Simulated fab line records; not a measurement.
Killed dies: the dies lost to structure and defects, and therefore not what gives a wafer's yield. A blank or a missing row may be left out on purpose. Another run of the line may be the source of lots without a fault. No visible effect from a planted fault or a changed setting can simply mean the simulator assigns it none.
Tool commonality check + flow nand-harc + Sampled: 11 lots, 33 wafers

WHY IT WAS OPENED
Flagged at NHARC_P_M0_THK_MEAS_24: reading thk-nm, on 2 of 11 lots. No-fault wafers: 117.6 nm, standard deviation 1.5.
Rule: flag the lot when none of its wafers has a number, or when each of its wafers that has one lies beyond 4 standard deviations from that mean. The rest of the lots are taken to be sound.

| lot  | measured     | on            | thk-nm (nm), wafer by wafer | flag    |
|------|--------------|---------------|-----------------------------|---------|
| L366 | day 6 14:55  | film-metro-02 | 117.9 116.5 116.9           |         |
| L367 | day 7 01:44  | film-metro-02 | 118.8 117.1 117.3           |         |
| L368 | day 7 09:58  | film-metro-02 | 118.3 115.2 117.7           |         |
| L376 | day 10 18:33 | film-metro-01 | 118.6 119.0 118.2           |         |
| L381 | day 12 22:50 | film-metro-01 | 29.9 28.7 29.9              | FLAGGED |
| L382 | day 13 10:13 | film-metro-02 | 31.2 30.7 28.5              | FLAGGED |
| L383 | day 13 15:07 | film-metro-01 | 115.4 117.9 119.3           |         |
| L384 | day 14 01:44 | film-metro-02 | 118.5 117.7 118.4           |         |
| L386 | day 14 20:19 | film-metro-02 | 116.9 116.6 114.9           |         |
| L385 | day 15 00:08 | film-metro-01 | 119.0 119.2 120.0           |         |
| L388 | day 16 03:02 | film-metro-02 | 116.2 118.1 117.6           |         |
The mean of the flagged lots' numbers is 29.8 nm, -87.8 nm from the usual (-59 standard deviations).

LOT BY LOT: THE TOOL USED
The record holds 4 process steps before the reading, out of a route of 1302 steps. Every cell lists first the tool, next ch and the chambers used by the sampled wafers, and last the start.
| lot  | flag    | NHARC_P_M0_ETCH_15                            | NHARC_P_M0_PVD_20                       | NHARC_P_M0_ECD_22              | NHARC_P_M0_CMP_23             |
|------|---------|-----------------------------------------------|-----------------------------------------|--------------------------------|-------------------------------|
| L366 |         | rie-diel-02 ch 1,2, day 6 13:30 or earlier    | pvd-sputter-01, day 6 13:30             | ecd-cu-02 ch 0,1, day 6 13:55  | cmp-01 ch 0,2, day 6 14:35    |
| L367 |         | rie-diel-02 ch 0,1,3, day 7 00:43 or earlier  | pvd-sputter-03, day 7 00:43 or earlier  | ecd-cu-01 ch 0,1, day 7 00:43  | cmp-02 ch 1,2,3, day 7 01:25  |
| L368 |         | rie-diel-02 ch 1,3, day 7 08:56 or earlier    | pvd-sputter-01, day 7 08:56 or earlier  | ecd-cu-02 ch 1, day 7 08:56    | cmp-03 ch 0,1,2, day 7 09:41  |
| L376 |         | rie-diel-02 ch 0,1,3, day 10 17:34 or earlier | pvd-sputter-03, day 10 17:34 or earlier | ecd-cu-01 ch 0,1, day 10 17:34 | cmp-03 ch 2,3, day 10 18:14   |
| L381 | FLAGGED | rie-diel-11 ch 1,3, day 12 21:48 or earlier   | pvd-sputter-01, day 12 21:48 or earlier | ecd-cu-01 ch 0,1, day 12 21:48 | cmp-02 ch 1,3, day 12 22:31   |
| L382 | FLAGGED | rie-diel-04 ch 0,1, day 13 09:11 or earlier   | pvd-sputter-03, day 13 09:11 or earlier | ecd-cu-01 ch 0,1, day 13 09:11 | cmp-03 ch 1,3, day 13 09:54   |
| L383 |         | rie-diel-02 ch 0,1,3, day 13 13:56 or earlier | pvd-sputter-01, day 13 13:56 or earlier | ecd-cu-01 ch 0,1, day 13 13:56 | cmp-03 ch 0,1,3, day 13 14:51 |
| L384 |         | rie-diel-02 ch 1,2,3, day 14 00:45 or earlier | pvd-sputter-02, day 14 00:45 or earlier | ecd-cu-01 ch 0,1, day 14 00:45 | cmp-03 ch 1,2,3, day 14 01:25 |
| L386 |         | rie-diel-02 ch 0,2, day 14 19:16 or earlier   | pvd-sputter-03, day 14 19:16 or earlier | ecd-cu-01 ch 0,1, day 14 19:16 | cmp-01 ch 0,1,2, day 14 20:02 |
| L385 |         | rie-diel-02 ch 1,2, day 14 23:02 or earlier   | pvd-sputter-03, day 14 23:02 or earlier | ecd-cu-02 ch 0,1, day 14 23:02 | cmp-01 ch 0,1,2, day 14 23:49 |
| L388 |         | rie-diel-02 ch 0,2,3, day 16 02:01 or earlier | pvd-sputter-02, day 16 02:01 or earlier | ecd-cu-01 ch 0,1, day 16 02:01 | cmp-02 ch 0,2,3, day 16 02:47 |
What the steps here do:
- NHARC_P_M0_ETCH_15: etches the open film in C4F8/Ar, target depth 150 nm, overetch 15 nm, time 82.5 s.
- NHARC_P_M0_PVD_20: deposits TaN, target thk 5 nm, time 8.06 s.
- NHARC_P_M0_ECD_22: material Cu, target thk 400 nm.
- NHARC_P_M0_CMP_23: polishes, t overpolish 20 s, target thk 117.54 nm.
- NHARC_P_M0_THK_MEAS_24: measures by xrf.

FLAGGED OVER TOTAL, TOOL BY TOOL (the gauges that took the reading come last)
| step                   | tool           | lots run | flagged | share of the flagged lots | sound lots run after its first flagged lot |
|------------------------|----------------|----------|---------|---------------------------|--------------------------------------------|
| NHARC_P_M0_ETCH_15     | rie-diel-02    | 9        | 0       | none                      | -                                          |
| NHARC_P_M0_ETCH_15     | rie-diel-04    | 1        | 1       | some                      | 0                                          |
| NHARC_P_M0_ETCH_15     | rie-diel-11    | 1        | 1       | some                      | 0                                          |
| NHARC_P_M0_PVD_20      | pvd-sputter-01 | 4        | 1       | some                      | 1 (L383)                                   |
| NHARC_P_M0_PVD_20      | pvd-sputter-02 | 2        | 0       | none                      | -                                          |
| NHARC_P_M0_PVD_20      | pvd-sputter-03 | 5        | 1       | some                      | 2 (L386,L385)                              |
| NHARC_P_M0_ECD_22      | ecd-cu-01      | 8        | 2       | all                       | 4 (L383,L384,L386,L388)                    |
| NHARC_P_M0_ECD_22      | ecd-cu-02      | 3        | 0       | none                      | -                                          |
| NHARC_P_M0_CMP_23      | cmp-01         | 3        | 0       | none                      | -                                          |
| NHARC_P_M0_CMP_23      | cmp-02         | 3        | 1       | some                      | 1 (L388)                                   |
| NHARC_P_M0_CMP_23      | cmp-03         | 5        | 1       | some                      | 2 (L383,L384)                              |
| NHARC_P_M0_THK_MEAS_24 | film-metro-01  | 4        | 1       | some                      | 2 (L383,L385)                              |
| NHARC_P_M0_THK_MEAS_24 | film-metro-02  | 7        | 1       | some                      | 3 (L384,L386,L388)                         |
NHARC_P_M0_ETCH_15: start missing for some lots; hours and lot order therefore follow NHARC_P_M0_ECD_22. NHARC_P_M0_PVD_20: start missing for some lots; hours and lot order therefore follow NHARC_P_M0_ECD_22.

WHAT IS ALLOWED BY THE TABLE
Rows of the table that ran each flagged lot: 1, that is ecd-cu-01 at NHARC_P_M0_ECD_22.
- ecd-cu-01 at NHARC_P_M0_ECD_22 ran 8 lots, 2 of them flagged. Sound lots ran on it after the first flagged one (L383, L384, L386, L388), which a lasting fault on the whole tool wouldn't allow. On the flagged lots its readings are blank where sound lots have values: bath-heat-duty-pct, bath-temp-c.
Not one row of the table ran every flagged lot while running no sound lot after the first.

WHAT THE SIMULATOR HAD PUT IN
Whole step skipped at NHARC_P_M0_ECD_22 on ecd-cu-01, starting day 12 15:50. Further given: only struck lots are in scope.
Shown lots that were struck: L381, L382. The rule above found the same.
